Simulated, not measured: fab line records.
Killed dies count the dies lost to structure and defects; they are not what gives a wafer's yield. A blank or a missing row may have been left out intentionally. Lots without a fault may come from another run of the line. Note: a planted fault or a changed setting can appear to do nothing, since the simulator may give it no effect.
Matching of chambers	flow nand harc	3 sister chambers for NHARC_A_CONTACT_DEP_29 on pecvd-01
The step deposits SiON, target thk 100 nm. 18 wafers are shown with their chamber, then 9 later ones without.

EACH WAFER AND ITS CHAMBER
wafer	chamber	heater power w (W)	rf fwd power W (W)
L074.3	2	682	348.2
L074.5	1	745	349.3
L074.6	2	672	349.1
L074.1	0	747	347.9
L074.2	1	736	349.8
L074.4	0	738	347.3
L077.1	1	791	347.2
L077.2	0	868	348.5
L077.4	2	726	348.0
L078.2	1	741	349.6
L078.4	2	725	349.0
L078.5	1	761	348.2
L080.2	2	697	349.8
L080.3	1	804	347.0
L080.5	0	803	348.8
L086.1	1	783	349.7
L086.3	2	735	348.6
L086.4	2	726	348.2

SIGNATURES (averages over the wafers above)
reading	chamber 0	chamber 1	chamber 2	scatter within a chamber
heater power w	789.00	765.86	709.00	35.5
rf fwd power W	348.125	348.686	348.700	0.915
Rule: for a wafer and a chamber, the distance is found by dividing, reading by reading, the gap between the wafer's reading and the chamber's mean by the reading's scatter, squaring, summing and taking the root. The wafer belongs to the nearest chamber; if the next one is less than 2 further off, it can't be placed. How the scatter is found: for the shown wafers, subtract from each reading the mean of its chamber, square and add these, divide the total by (wafers less chambers), then take the root.

WAFERS WITHOUT THEIR CHAMBER
wafer	heater power w (W)	rf fwd power W (W)
L089.1	774	348.9
L089.2	703	348.8
L089.4	764	350.0
L090.1	782	349.0
L090.3	756	347.8
L090.4	771	347.8
L097.1	671	349.0
L097.3	698	348.3
L097.5	695	349.8

WHICH CHAMBER EACH WENT THROUGH
wafer	from the rows above	in truth
L089.1	can't be placed: 1 or 0 or 2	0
L089.2	can't be placed: 2 or 1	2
L089.4	can't be placed: 1 or 2 or 0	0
L090.1	can't be placed: 1 or 0 or 2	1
L090.3	can't be placed: 0 or 1 or 2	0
L090.4	can't be placed: 0 or 1 or 2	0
L097.1	can't be placed: 2 or 1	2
L097.3	can't be placed: 2 or 1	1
L097.5	can't be placed: 2 or 1 or 0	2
Placed correctly: 0 of 9. From these rows, 9 cannot be placed; in 9 the true chamber is one of the candidates. Number placed wrongly: 0.
